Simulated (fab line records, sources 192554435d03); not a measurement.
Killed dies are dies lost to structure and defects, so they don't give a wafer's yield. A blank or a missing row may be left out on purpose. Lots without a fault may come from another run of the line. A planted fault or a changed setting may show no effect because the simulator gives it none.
Chamber matching | flow n5_finfet | N5_FIN_CUT_ETCH_20 on rie_diel-03: 4 sister chambers
The step etches SiARC in CF4, target depth 26 nm, time 43.3 s. 8 wafers are shown with their chamber, then 7 later ones without.

WAFERS WITH THEIR CHAMBER
wafer  | chamber | showerhead_plenum_p_Torr (Torr) | throttle_valve_pct (%)
L075.5 | 3       | 2.15                            | 15.91
L081.5 | 2       | 2.15                            | 15.82
L083.4 | 0       | 2.14                            | 15.64
L086.2 | 1       | 2.02                            | 16.01
L086.3 | 2       | 2.14                            | 15.84
L086.4 | 0       | 2.14                            | 15.66
L092.4 | 1       | 2.02                            | 16.00
L092.5 | 3       | 2.14                            | 15.98

WAFERS WITHOUT THEIR CHAMBER
wafer  | showerhead_plenum_p_Torr (Torr) | throttle_valve_pct (%)
L092.6 | 2.14                            | 15.68
L093.1 | 2.14                            | 15.86
L093.2 | 2.14                            | 15.97
L093.4 | 2.01                            | 16.03
L097.1 | 2.14                            | 15.70
L097.5 | 2.13                            | 16.00
L097.6 | 2.14                            | 15.88

WHICH CHAMBER EACH WENT THROUGH
wafer  | from the rows above     | in truth
L092.6 | 0                       | 0
L093.1 | can't be placed: 2 or 3 | 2
L093.2 | 3                       | 3
L093.4 | 1                       | 1
L097.1 | 0                       | 0
L097.5 | 3                       | 3
L097.6 | can't be placed: 2 or 3 | 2
Placed correctly: 5 of 7. Can't be placed from these rows: 2 (the true chamber is among the candidates in 2). Placed wrongly: 0.
How it was worked out, from the rows above alone: a wafer's distance from a chamber is the root of the sum, over the readings, of the square of ((its reading less the chamber's mean) divided by the reading's scatter). The wafer belongs to the nearest chamber; if the next one is less than 2 further off, it can't be placed. A chamber's mean is the mean of its shown wafers. The scatter: the root of (the sum of the squares of (reading less its chamber's mean) over the shown wafers, divided by (wafers less chambers)).
